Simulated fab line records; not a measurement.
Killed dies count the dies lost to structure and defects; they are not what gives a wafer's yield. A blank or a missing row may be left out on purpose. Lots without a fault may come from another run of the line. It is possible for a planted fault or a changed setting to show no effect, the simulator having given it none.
fab line records	flow nandHarc
[record] lots = 24	wafers = 72	lastDay = 33
route steps=1302 shown A_CONTACT@1080 A_M0@1161 A_M1@1183
lots with no fault: from the same line, run without faults
startH: hours from the record's first day to the start of the lot's first wafer shown	waitH: hours elapsed since this lot's preceding step	" the same as in the row above	L1.1+2: a row that stands for several wafers	- no value, or no start given	* or withheld: withheld	< > ~ a bound
route shown NAME@n: a module of which the file shows steps, and the number in the route of the first	usual: average and standard deviation across the fault-free wafers	same: alike in all rows	chamber/n: place in a boat	sites: readings site by site	_std_site: the values' standard deviation	_edge_site: the outer-site mean with the inner-site mean subtracted	radiusMm: how far each site lies from the wafer's centre	mask NAME#n: copy n	behind: the most recent tool/chamber to have shaped the wafer	hold: why the lot was held/for how many hours/how that ended	device: the n, p or np transistor that did not switch	end of line: the tests these same wafers got at the end of their route	where a step has no rows: the recipe by itself	killed: dies lost to structure and defects at the first sort, not the wafer's yield	map: dies across one wafer; x = killed, . = not, _ = none there
set.NAME: the setting the step ran with; set.NAME@STEP: the setting that earlier step ran with	model.NAME: the simulator's own value behind a step, which no gauge read
steps of the route over a sample of lots; a table a step, a row a wafer
services: from which hour (startH, from the record's first day; less than 0 if before it) a tool's chamber was out of use, for how many hours, and why
[[steps]]
[step NHARC_A_CONTACT_INSPECT_10]
[usual] rawDefectCount = 83/30
lot.wafer	tool	chamber	startH	waitH	rawDefectCount
L074.2	defectInspect-02	-	520.65	0.0	79
L074.3	"	-	"	"	64
L074.6	"	-	"	"	73
L075.2	defectInspect-02	-	521.07	0.0	118
L075.4	"	-	"	"	102
L075.5	"	-	"	"	108
L076.2	defectInspect-01	-	534.65	0.0	69
L076.5	"	-	"	"	67
L076.6	"	-	"	"	56
L077.3	defectInspect-02	-	536.40	0.0	77
L077.4	"	-	"	"	62
L077.5	"	-	"	"	62
L078.1	defectInspect-01	-	539.63	0.0	47
L078.2	"	-	"	"	70
L078.4	"	-	"	"	74
L079.2	defectInspect-01	-	546.59	0.0	130
L079.3	"	-	"	"	126
L079.5	"	-	"	"	118
L081.1	defectInspect-01	-	577.04	0.0	102
L081.3	"	-	"	"	132
L081.5	"	-	"	"	133
L080.3	defectInspect-02	-	583.58	0.0	73
L080.5	"	-	"	"	85
L080.6	"	-	"	"	94
L083.2	defectInspect-01	-	599.72	0.0	46
L083.5	"	-	"	"	37
L083.6	"	-	"	"	35
L082.4	defectInspect-01	-	607.77	0.0	120
L082.5	"	-	"	"	119
L082.6	"	-	"	"	111
L085.3	defectInspect-02	-	629.32	0.0	68
L085.4	"	-	"	"	70
L085.5	"	-	"	"	75
L086.2	defectInspect-01	-	633.49	0.0	97
L086.5	"	-	"	"	105
L086.6	"	-	"	"	95
L084.4	defectInspect-01	-	634.57	0.0	38
L084.5	"	-	"	"	46
L084.6	"	-	"	"	49
L087.2	defectInspect-01	-	643.10	0.0	98
L087.3	"	-	"	"	117
L087.4	"	-	"	"	94
L088.2	defectInspect-02	-	655.55	0.0	116
L088.4	"	-	"	"	105
L088.5	"	-	"	"	145
L089.3	defectInspect-02	-	656.78	0.0	64
L089.5	"	-	"	"	60
L089.6	"	-	"	"	72
L091.2	defectInspect-02	-	683.01	0.0	115
L091.3	"	-	"	"	104
L091.4	"	-	"	"	108
L092.1	defectInspect-01	-	690.38	0.0	68
L092.2	"	-	"	"	62
L092.5	"	-	"	"	76
L090.1	defectInspect-01	-	692.44	0.0	76
L090.2	"	-	"	"	76
L090.3	"	-	"	"	66
L093.2	defectInspect-02	-	696.17	0.0	71
L093.3	"	-	"	"	70
L093.4	"	-	"	"	84
L094.2	defectInspect-01	-	714.37	0.0	36
L094.4	"	-	"	"	28
L094.5	"	-	"	"	32
L095.1	defectInspect-01	-	715.08	0.0	152
L095.2	"	-	"	"	128
L095.4	"	-	"	"	133
L096.1	defectInspect-02	-	736.81	0.0	34
L096.3	"	-	"	"	34
L096.6	"	-	"	"	38
L097.1	defectInspect-01	-	745.20	0.0	105
L097.2	"	-	"	"	86
L097.5	"	-	"	"	108
[step NHARC_A_CONTACT_DESCUM_13]
[recipe] timeS = 3	o2FlowSccm = 200	arFlowSccm = 0	biasPowerW = 0	chemistry = O2
[usual] drypumpMotorCurrentA = 5.7/0.46	oesProductAu = 1.001/0.007	rfVppV = 57.6/0.91	showerheadPlenumPTorr = 1.87/0.041	throttleValvePct = 11.312/0.01
[same] biasPowerW = 0
lot.wafer	tool	chamber	startH	waitH	drypumpMotorCurrentA	oesProductAu	rfHoursCounterH	rfVppV	showerheadPlenumPTorr	throttleValvePct
L074.2	rieDiel-06	3	520.71	0.1	5.9	1.018	8	57.6	1.82	11.307
L074.3	"	1	"	"	5.8	1.008	9	56.0	1.95	11.320
L074.6	"	3	"	"	5.9	1.003	-	56.5	1.82	11.302
L075.2	rieDiel-12	0	521.14	0.1	5.5	1.011	15	57.4	1.90	11.320
L075.4	"	1	"	"	5.8	0.998	15	59.5	1.91	11.327
L075.5	"	3	"	"	6.5	0.990	-	58.2	1.87	11.298
L076.2	rieDiel-09	3	534.74	0.1	5.8	0.999	11	56.6	1.94	11.329
L076.5	"	0	"	"	5.7	1.013	-	57.6	1.81	11.295
L076.6	"	1	"	"	6.2	1.005	-	57.0	1.81	11.321
L077.4	rieDiel-12	1	536.46	0.1	5.8	1.002	18	57.1	1.91	11.314
L077.3	"	2	"	"	5.1	0.994	16	57.5	1.86	11.295
L077.5	"	1	"	"	5.8	1.004	-	57.6	1.91	11.305
L078.4	rieDiel-12	3	539.70	0.1	6.5	1.005	16	59.3	1.87	11.326
L078.2	"	0	"	"	5.5	1.006	17	58.7	1.90	11.330
L078.1	"	1	"	"	5.8	1.008	18	57.2	1.91	11.312
L079.2	rieDiel-12	2	546.66	0.1	5.0	0.993	18	57.2	1.85	11.300
L079.3	"	3	"	"	6.5	1.003	16	55.9	1.87	11.308
L079.5	"	1	"	"	5.8	1.005	-	57.4	1.91	11.318
L081.1	rieDiel-12	0	577.10	0.1	5.5	1.003	21	58.2	1.90	11.317
L081.3	"	2	"	"	5.1	0.997	20	57.3	1.85	11.322
L081.5	"	0	"	"	5.5	1.003	-	56.9	1.90	11.296
L080.3	rieDiel-12	3	583.65	0.1	6.5	1.000	21	58.8	1.86	11.322
L080.5	"	2	"	"	5.0	0.998	-	56.8	1.85	11.309
L080.6	"	3	"	"	6.5	0.996	-	58.9	1.86	11.316
L083.2	rieDiel-06	3	599.80	0.1	5.9	1.000	27	57.2	1.82	11.302
L083.5	"	1	"	"	5.8	1.006	-	58.8	1.95	11.317
L083.6	"	2	"	"	5.0	0.994	-	56.6	1.91	11.325
L082.4	rieDiel-06	3	607.94	0.2	5.9	1.006	31	56.7	1.81	11.323
L082.6	"	0	"	"	5.7	1.006	-	58.1	1.86	11.333
L082.5	"	1	"	"	5.7	1.012	-	58.3	1.94	11.306
L085.3	rieDiel-06	2	629.39	0.1	5.1	1.001	38	59.2	1.90	11.293
L085.4	"	3	"	"	5.9	0.996	35	58.3	1.81	11.300
L085.5	"	2	"	"	5.0	1.009	-	56.8	1.91	11.317
L086.2	rieDiel-12	2	633.55	0.1	5.1	0.995	0	56.9	1.85	11.310
L086.6	"	2	"	"	5.1	1.006	-	59.2	1.85	11.280
L086.5	"	3	"	"	6.5	0.994	-	55.8	1.86	11.309
L084.4	rieDiel-09	1	634.64	0.1	6.2	1.008	47	58.2	1.80	11.305
L084.6	"	0	"	"	5.6	1.015	-	56.9	1.79	11.305
L084.5	"	1	"	"	6.2	1.004	-	57.8	1.80	11.321
L087.2	rieDiel-06	2	643.16	0.1	5.0	1.001	44	57.4	1.90	11.299
L087.4	"	0	"	"	5.7	1.012	48	56.4	1.86	11.309
L087.3	"	1	"	"	5.7	1.006	50	58.3	1.94	11.329
L088.4	rieDiel-09	2	655.62	0.1	5.8	0.989	48	58.9	1.89	11.321
L088.2	"	3	"	"	5.8	0.992	55	56.0	1.93	11.314
L088.5	"	1	"	"	6.2	0.994	-	59.0	1.80	11.298
L089.3	rieDiel-12	2	656.84	0.1	5.1	0.996	3	56.4	1.85	11.310
L089.6	"	2	"	"	5.1	0.996	-	56.8	1.85	11.305
L089.5	"	3	"	"	6.5	1.005	-	59.2	1.86	11.325
L091.3	rieDiel-12	3	683.07	0.1	6.5	0.993	10	56.4	1.86	11.322
L091.4	"	1	"	"	5.8	0.989	9	57.2	1.90	11.295
L091.2	"	2	"	"	5.1	0.991	10	57.1	1.85	11.326
L092.2	rieDiel-12	1	690.44	0.1	5.8	1.002	10	57.9	1.90	11.310
L092.1	"	3	"	"	6.6	1.005	12	57.7	1.86	11.304
L092.5	"	2	"	"	5.1	1.001	-	58.6	1.85	11.321
L090.1	rieDiel-12	3	692.55	0.1	6.5	1.000	13	57.3	1.86	11.320
L090.2	"	0	"	"	5.5	0.998	12	57.8	1.89	11.317
L090.3	"	1	"	"	5.8	1.002	11	56.7	1.90	11.290
L093.3	rieDiel-09	3	696.24	0.1	5.8	0.985	6	58.3	1.92	11.319
L093.4	"	0	"	"	5.7	1.000	5	57.6	1.79	11.307
L093.2	"	1	"	"	6.2	0.996	3	57.7	1.80	11.309
L094.2	rieDiel-12	3	714.44	0.1	6.5	1.004	18	58.5	1.85	11.324
L094.4	"	3	"	"	6.5	1.007	-	56.5	1.85	11.314
L094.5	"	0	"	"	5.4	1.008	-	59.7	1.89	11.305
L095.4	rieDiel-09	2	715.14	0.1	5.8	0.993	10	55.9	1.89	11.309
L095.2	"	3	"	"	5.8	0.991	12	57.5	1.92	11.296
L095.1	"	0	"	"	5.7	0.998	12	59.2	1.79	11.325
L096.1	rieDiel-06	3	736.87	0.1	5.9	1.010	22	57.4	1.80	11.308
L096.3	"	0	"	"	5.8	1.000	21	56.4	1.85	11.316
L096.6	"	0	"	"	5.8	0.998	-	57.3	1.85	11.303
L097.2	rieDiel-12	1	745.27	0.1	5.8	0.998	16	58.0	1.90	11.307
L097.1	"	2	"	"	5.1	0.996	24	58.5	1.84	11.292
L097.5	"	0	"	"	5.5	1.001	-	57.3	1.89	11.315
[step NHARC_A_CONTACT_ETCH_138]
[recipe] sourceW = withheld	pressureMtorr = 20	biasV = 1200	timeS = 311	targetDepthA = 19140	arFlowSccm = withheld	c4f8FlowSccm = withheld	o2FlowSccm = withheld	chemistry = C4F8/O2/Ar
lot.wafer	tool	chamber	startH	waitH	rfHoursCounterH
L074.2	harCapEtch-01	1	522.90	0.2	3
L074.3	"	1	"	"	-
L074.6	"	0	"	"	-
L075.2	harCapEtch-02	0	523.31	0.2	94
L075.4	"	0	"	"	-
L075.5	"	0	"	"	-
L076.2	harCapEtch-01	1	536.89	0.2	7
L076.5	"	0	"	"	-
L076.6	"	1	"	"	-
L077.4	harCapEtch-03	0	538.70	0.2	-
L077.3	"	1	"	"	-
L077.5	"	1	"	"	-
L078.1	harCapEtch-01	1	542.00	0.2	8
L078.2	"	0	"	"	8
L078.4	"	1	"	"	-
L079.2	harCapEtch-03	0	548.79	0.2	51
L079.3	"	1	"	"	-
L079.5	"	0	"	"	-
L081.1	harCapEtch-01	0	579.29	0.2	12
L081.3	"	0	"	"	-
L081.5	"	1	"	"	-
L080.3	harCapEtch-02	0	585.91	0.2	-
L080.5	"	1	"	"	-
L080.6	"	0	"	"	-
L083.2	harCapEtch-03	1	601.96	0.2	56
L083.6	"	0	"	"	-
L083.5	"	1	"	"	-
L082.4	harCapEtch-02	1	610.25	0.2	-
L082.5	"	0	"	"	-
L082.6	"	1	"	"	-
L085.3	harCapEtch-03	0	631.60	0.2	-
L085.4	"	1	"	"	-
L085.5	"	1	"	"	-
L086.2	harCapEtch-02	0	635.73	0.2	115
L086.5	"	1	"	"	-
L086.6	"	0	"	"	-
L084.4	harCapEtch-03	1	636.91	0.2	-
L084.6	"	0	"	"	-
L084.5	"	1	"	"	-
L087.2	harCapEtch-03	0	645.30	0.2	64
L087.3	"	0	"	"	-
L087.4	"	1	"	"	-
L088.2	harCapEtch-03	0	657.77	0.2	66
L088.4	"	1	"	"	-
L088.5	"	1	"	"	-
L089.3	harCapEtch-01	1	659.12	0.2	-
L089.6	"	0	"	"	-
L089.5	"	1	"	"	-
L091.2	harCapEtch-02	0	685.37	0.2	125
L091.4	"	1	"	"	-
L091.3	"	0	"	"	-
L092.1	harCapEtch-02	0	692.58	0.2	126
L092.2	"	1	"	"	126
L092.5	"	0	"	"	-
L090.1	harCapEtch-03	1	694.80	0.2	73
L090.2	"	0	"	"	73
L090.3	"	1	"	"	-
L093.2	harCapEtch-03	0	698.55	0.2	75
L093.3	"	0	"	"	-
L093.4	"	1	"	"	-
L095.2	harCapEtch-02	0	717.31	0.2	130
L095.1	"	1	"	"	130
L095.4	"	1	"	"	-
L094.2	harCapEtch-03	0	718.03	0.2	78
L094.4	"	1	"	"	-
L094.5	"	0	"	"	-
L096.1	harCapEtch-03	1	739.01	0.2	81
L096.3	"	1	"	"	-
L096.6	"	0	"	"	-
L097.2	harCapEtch-03	0	747.40	0.2	83
L097.1	"	1	"	"	83
L097.5	"	1	"	"	-
[step NHARC_A_CONTACT_INSPECT_23]
[usual] rawDefectCount = 508/130
lot.wafer	tool	chamber	startH	waitH	rawDefectCount
L074.2	defectInspect-02	-	526.38	0.1	396
L074.3	"	-	"	"	353
L074.6	"	-	"	"	339
L075.2	defectInspect-02	-	526.97	0.1	406
L075.4	"	-	"	"	502
L075.5	"	-	"	"	452
L076.2	defectInspect-01	-	540.33	0.1	438
L076.5	"	-	"	"	411
L076.6	"	-	"	"	350
L077.3	defectInspect-01	-	542.29	0.1	376
L077.4	"	-	"	"	385
L077.5	"	-	"	"	546
L078.1	defectInspect-02	-	545.53	0.1	530
L078.2	"	-	"	"	446
L078.4	"	-	"	"	823
L079.2	defectInspect-01	-	552.28	0.1	779
L079.3	"	-	"	"	802
L079.5	"	-	"	"	815
L081.1	defectInspect-02	-	582.73	0.1	384
L081.3	"	-	"	"	468
L081.5	"	-	"	"	476
L080.3	defectInspect-02	-	589.29	0.1	353
L080.5	"	-	"	"	396
L080.6	"	-	"	"	524
L083.2	defectInspect-02	-	606.03	0.1	499
L083.5	"	-	"	"	316
L083.6	"	-	"	"	795
L082.4	defectInspect-01	-	613.77	0.1	566
L082.5	"	-	"	"	435
L082.6	"	-	"	"	508
L085.3	defectInspect-02	-	635.04	0.1	421
L085.4	"	-	"	"	419
L085.5	"	-	"	"	364
L086.2	defectInspect-02	-	639.20	0.1	660
L086.5	"	-	"	"	704
L086.6	"	-	"	"	670
L084.4	defectInspect-02	-	640.38	0.1	397
L084.5	"	-	"	"	474
L084.6	"	-	"	"	429
L087.2	defectInspect-02	-	648.79	0.1	641
L087.3	"	-	"	"	533
L087.4	"	-	"	"	436
L088.2	defectInspect-02	-	661.39	0.1	716
L088.4	"	-	"	"	572
L088.5	"	-	"	"	488
L089.3	defectInspect-01	-	662.47	0.1	589
L089.5	"	-	"	"	428
L089.6	"	-	"	"	549
L091.2	defectInspect-01	-	688.80	0.1	391
L091.3	"	-	"	"	524
L091.4	"	-	"	"	441
L092.1	defectInspect-01	-	696.21	0.1	618
L092.2	"	-	"	"	857
L092.5	"	-	"	"	708
L090.1	defectInspect-01	-	698.34	0.1	457
L090.2	"	-	"	"	512
L090.3	"	-	"	"	332
L093.2	defectInspect-01	-	702.57	0.1	476
L093.3	"	-	"	"	593
L093.4	"	-	"	"	492
L095.1	defectInspect-02	-	720.92	0.1	623
L095.2	"	-	"	"	626
L095.4	"	-	"	"	422
L094.2	defectInspect-02	-	721.79	0.1	320
L094.4	"	-	"	"	405
L094.5	"	-	"	"	402
L096.1	defectInspect-02	-	742.66	0.1	311
L096.3	"	-	"	"	387
L096.6	"	-	"	"	370
L097.1	defectInspect-01	-	750.94	0.1	581
L097.2	"	-	"	"	570
L097.5	"	-	"	"	468
[step NHARC_A_M0_ANNEAL_30]
[recipe] tempC = 225	timeS = 90
[usual] wafer_temp_C_max = 226.3/0.48
lot.wafer	tool	chamber	startH	waitH	wafer_temp_C_max
L074.2	rtpAnneal-01	0	532.72	-	227.2
L074.3	"	0	"	"	227.4
L074.6	"	0	"	"	227.2
L075.2	rtpAnneal-02	0	533.46	-	225.9
L075.4	"	0	"	"	226.1
L075.5	"	0	"	"	226.2
L076.2	rtpAnneal-02	0	546.74	-	226.2
L076.5	"	0	"	"	225.6
L076.6	"	0	"	"	226.2
L077.3	rtpAnneal-02	0	548.99	0.3	225.6
L077.4	"	0	"	"	225.7
L077.5	"	0	"	"	226.0
L078.1	rtpAnneal-02	0	551.98	0.3	226.3
L078.2	"	0	"	"	226.4
L078.4	"	0	"	"	226.0
L079.2	rtpAnneal-02	0	558.78	0.4	225.9
L079.3	"	0	"	"	225.9
L079.5	"	0	"	"	225.6
L081.1	rtpAnneal-01	0	589.35	-	227.0
L081.3	"	0	"	"	226.7
L081.5	"	0	"	"	226.8
L080.3	rtpAnneal-02	0	595.66	0.3	225.7
L080.5	"	0	"	"	226.6
L080.6	"	0	"	"	226.1
L083.2	rtpAnneal-01	0	612.48	0.4	227.0
L083.5	"	0	"	"	226.4
L083.6	"	0	"	"	226.4
L082.4	rtpAnneal-01	0	620.75	-	226.7
L082.5	"	0	"	"	226.4
L082.6	"	0	"	"	226.7
L085.3	rtpAnneal-02	0	642.59	0.3	225.6
L085.4	"	0	"	"	225.7
L085.5	"	0	"	"	225.7
L086.2	rtpAnneal-02	0	645.39	-	226.4
L086.5	"	0	"	"	226.0
L086.6	"	0	"	"	226.2
L084.4	rtpAnneal-01	0	647.47	-	226.9
L084.5	"	0	"	"	226.7
L084.6	"	0	"	"	226.3
L087.2	rtpAnneal-01	0	655.15	0.4	226.2
L087.3	"	0	"	"	227.6
L087.4	"	0	"	"	226.8
L088.2	rtpAnneal-01	0	667.73	0.3	227.2
L088.4	"	0	"	"	226.5
L088.5	"	0	"	"	226.7
L089.3	rtpAnneal-02	0	668.84	0.3	226.1
L089.5	"	0	"	"	225.8
L089.6	"	0	"	"	225.6
L091.2	rtpAnneal-01	0	695.23	-	226.4
L091.3	"	0	"	"	226.3
L091.4	"	0	"	"	226.8
L092.1	rtpAnneal-02	0	702.61	-	225.9
L092.2	"	0	"	"	225.7
L092.5	"	0	"	"	226.2
L090.1	rtpAnneal-02	0	704.60	-	226.1
L090.2	"	0	"	"	226.1
L090.3	"	0	"	"	225.7
L093.2	rtpAnneal-01	0	709.07	-	226.8
L093.3	"	0	"	"	226.8
L093.4	"	0	"	"	226.8
L095.1	rtpAnneal-02	0	727.06	-	225.9
L095.2	"	0	"	"	226.3
L095.4	"	0	"	"	226.0
L094.2	rtpAnneal-02	0	728.28	0.4	226.2
L094.4	"	0	"	"	225.8
L094.5	"	0	"	"	225.9
L096.1	rtpAnneal-01	0	748.86	-	226.6
L096.3	"	0	"	"	226.6
L096.6	"	0	"	"	226.5
L097.1	rtpAnneal-01	0	757.07	-	227.5
L097.2	"	0	"	"	226.8
L097.5	"	0	"	"	226.4
[step NHARC_A_M1_ETCH_35]
[recipe] targetDepthA = 400	overetchA = 120	timeS = 43.94	ionEnergyEv = 200	n2FlowSccm = 150	h2FlowSccm = 150	arFlowSccm = 0	rfW = 400	biasW = 150	chemistry = N2/H2
[usual] drypumpMotorCurrentA = 5.7/0.37	oesProductAu = 0.999/0.0079	rfVppV = 429.4/1.9	showerheadPlenumPTorr = 2.00/0.061	throttleValvePct = 14.172/0.01
lot.wafer	tool	chamber	startH	waitH	drypumpMotorCurrentA	oesProductAu	rfHoursCounterH	rfVppV	showerheadPlenumPTorr	throttleValvePct
L074.3	rieDiel-11	2	535.15	0.1	5.4	0.996	1.9	426.6	1.92	14.174
L074.2	"	3	"	"	5.5	0.987	2.1	428.7	2.01	14.195
L074.6	"	2	"	"	5.4	0.987	-	427.4	1.92	14.173
L075.2	rieDiel-08	3	536.03	0.1	5.7	1.012	10.4	432.4	2.10	14.174
L075.4	"	0	"	"	6.0	1.004	7.8	430.3	2.02	14.172
L075.5	"	0	"	"	6.0	1.002	-	431.7	2.02	14.160
L076.2	rieDiel-11	2	549.72	0.1	5.4	0.996	2.2	427.9	1.92	14.169
L076.6	"	2	"	"	5.4	1.006	-	426.6	1.92	14.181
L076.5	"	3	"	"	5.4	0.996	-	430.8	2.01	14.172
L077.3	rieDiel-13	2	552.41	0.1	5.5	1.007	3.0	428.5	1.94	14.173
L077.4	"	3	"	"	5.9	0.998	2.5	429.9	2.02	14.150
L077.5	"	3	"	"	5.9	0.995	-	428.9	2.02	14.171
L078.1	rieDiel-11	0	554.31	0.1	5.9	0.982	2.9	428.1	1.93	14.158
L078.2	"	1	"	"	6.1	1.003	2.0	426.6	1.94	14.170
L078.4	"	2	"	"	5.4	0.997	2.7	427.9	1.92	14.186
L079.3	rieDiel-08	3	561.21	0.1	5.7	0.994	0.4	432.1	2.10	14.175
L079.2	"	1	"	"	5.1	0.996	0.2	429.4	1.98	14.178
L079.5	"	3	"	"	5.7	0.998	-	432.6	2.10	14.181
L081.1	rieDiel-13	0	591.85	0.1	5.6	0.997	3.8	429.1	1.97	14.160
L081.3	"	3	"	"	5.9	0.993	4.2	429.5	2.02	14.173
L081.5	"	1	"	"	6.6	1.003	-	433.3	2.12	14.172
L080.3	rieDiel-08	3	598.03	0.1	5.7	0.995	2.3	432.9	2.10	14.185
L080.6	"	1	"	"	5.1	0.994	-	429.7	1.98	14.172
L080.5	"	2	"	"	5.2	0.992	-	431.0	2.03	14.187
L083.2	rieDiel-13	2	614.93	0.1	5.5	1.010	5.5	428.3	1.94	14.170
L083.5	"	3	"	"	5.9	0.999	-	431.5	2.02	14.183
L083.6	"	0	"	"	5.6	1.003	-	430.0	1.97	14.175
L082.4	rieDiel-08	2	623.09	0.1	5.2	1.001	3.0	430.2	2.03	14.164
L082.6	"	2	"	"	5.3	0.991	-	430.5	2.03	14.165
L082.5	"	3	"	"	5.7	1.003	-	431.6	2.10	14.180
L085.3	rieDiel-08	0	644.98	0.1	6.0	0.996	5.7	429.4	2.02	14.162
L085.4	"	1	"	"	5.1	0.996	5.1	430.5	1.98	14.181
L085.5	"	3	"	"	5.7	1.003	-	432.9	2.10	14.176
L086.2	rieDiel-08	1	647.68	0.1	5.1	1.000	5.2	427.8	1.98	14.164
L086.5	"	0	"	"	6.0	1.002	-	430.9	2.02	14.188
L086.6	"	1	"	"	5.1	0.998	-	430.5	1.98	14.169
L084.4	rieDiel-08	0	649.67	0.1	6.0	1.003	5.9	428.1	2.02	14.195
L084.6	"	0	"	"	6.0	0.995	-	430.9	2.02	14.176
L084.5	"	1	"	"	5.1	0.991	-	428.7	1.98	14.179
L087.3	rieDiel-11	3	657.49	0.1	5.4	1.008	0.8	427.4	2.01	14.184
L087.4	"	0	"	"	5.8	1.006	0.8	426.6	1.93	14.150
L087.2	"	1	"	"	6.1	0.997	1.0	427.0	1.94	14.167
L088.2	rieDiel-11	2	670.18	0.1	5.4	0.999	1.1	426.8	1.92	14.170
L088.4	"	1	"	"	6.1	1.003	1.1	427.2	1.94	14.169
L088.5	"	2	"	"	5.4	0.998	-	427.2	1.92	14.165
L089.3	rieDiel-08	0	671.45	0.1	6.0	1.004	6.8	428.3	2.02	14.174
L089.5	"	3	"	"	5.7	1.000	-	432.2	2.10	14.168
L089.6	"	0	"	"	6.0	1.002	-	430.2	2.02	14.168
L091.2	rieDiel-11	0	697.55	0.1	5.9	0.997	2.1	426.9	1.92	14.176
L091.3	"	2	"	"	5.4	0.994	2.4	425.8	1.92	14.169
L091.4	"	2	"	"	5.4	1.009	-	427.4	1.92	14.188
L092.1	rieDiel-08	2	704.99	0.1	5.3	0.980	8.9	431.6	2.03	14.182
L092.2	"	3	"	"	5.7	0.990	10.2	431.4	2.10	14.180
L092.5	"	3	"	"	5.7	0.983	-	432.2	2.10	14.193
L090.1	rieDiel-11	1	707.08	0.1	6.1	0.999	2.9	427.4	1.94	14.165
L090.2	"	2	"	"	5.4	1.014	3.0	428.1	1.92	14.190
L090.3	"	3	"	"	5.5	1.027	2.0	430.5	2.01	14.189
L093.4	rieDiel-08	0	711.36	0.1	6.0	0.990	10.4	430.3	2.02	14.164
L093.3	"	1	"	"	5.1	0.997	9.9	429.2	1.98	14.167
L093.2	"	2	"	"	5.3	0.989	9.2	429.5	2.03	14.183
L095.1	rieDiel-11	0	729.54	0.1	5.8	0.994	3.0	427.1	1.92	14.161
L095.2	"	1	"	"	6.1	1.004	3.0	427.1	1.94	14.181
L095.4	"	2	"	"	5.4	1.000	3.4	427.3	1.92	14.180
L094.4	rieDiel-11	3	731.00	0.1	5.5	1.005	2.6	429.5	2.01	14.162
L094.2	"	1	"	"	6.1	1.001	3.1	427.2	1.94	14.157
L094.5	"	3	"	"	5.5	1.003	-	428.8	2.01	14.188
L096.1	rieDiel-13	1	751.36	0.1	6.6	0.992	3.8	433.6	2.11	14.173
L096.3	"	3	"	"	5.9	0.988	3.0	430.1	2.02	14.172
L096.6	"	2	"	"	5.5	1.006	-	427.2	1.94	14.174
L097.1	rieDiel-08	3	759.56	0.1	5.7	0.993	1.2	432.3	2.10	14.181
L097.2	"	1	"	"	5.1	0.988	1.5	428.3	1.98	14.174
L097.5	"	2	"	"	5.3	0.996	-	429.7	2.03	14.174
[[services]]
tool	chamber	startH	hours	kind
harCapEtch-01	-	497.00	17.0	pm
rieDiel-09	-	499.32	9.0	pm
rieDiel-06	-	505.03	0.9	repair
rieDiel-11	1	517.66	16.6	repair
rieDiel-08	-	544.51	1.0	repair
rieDiel-08	-	545.54	9.0	pm
rieDiel-06	2	553.95	8.9	repair
rieDiel-09	1	567.42	1.8	repair
rieDiel-06	2	584.26	14.5	repair
rieDiel-11	0	600.99	5.5	repair
rieDiel-11	-	609.50	9.0	pm
rieDiel-12	-	622.40	9.0	pm
rieDiel-06	-	661.20	9.0	pm
rieDiel-11	3	685.80	13.4	repair
rieDiel-08	2	693.10	3.7	repair
rieDiel-06	1	706.04	23.0	repair
rieDiel-12	1	713.59	23.4	repair
rieDiel-11	1	716.09	12.6	repair
rieDiel-08	-	722.54	9.0	pm
rieDiel-11	0	723.46	4.4	repair
rieDiel-11	-	727.89	1.2	repair
rtpAnneal-02	-	744.00	12.0	pm
harCapEtch-02	-	748.67	0.7	repair
harCapEtch-02	-	754.00	17.0	pm
[[key]]
fault none
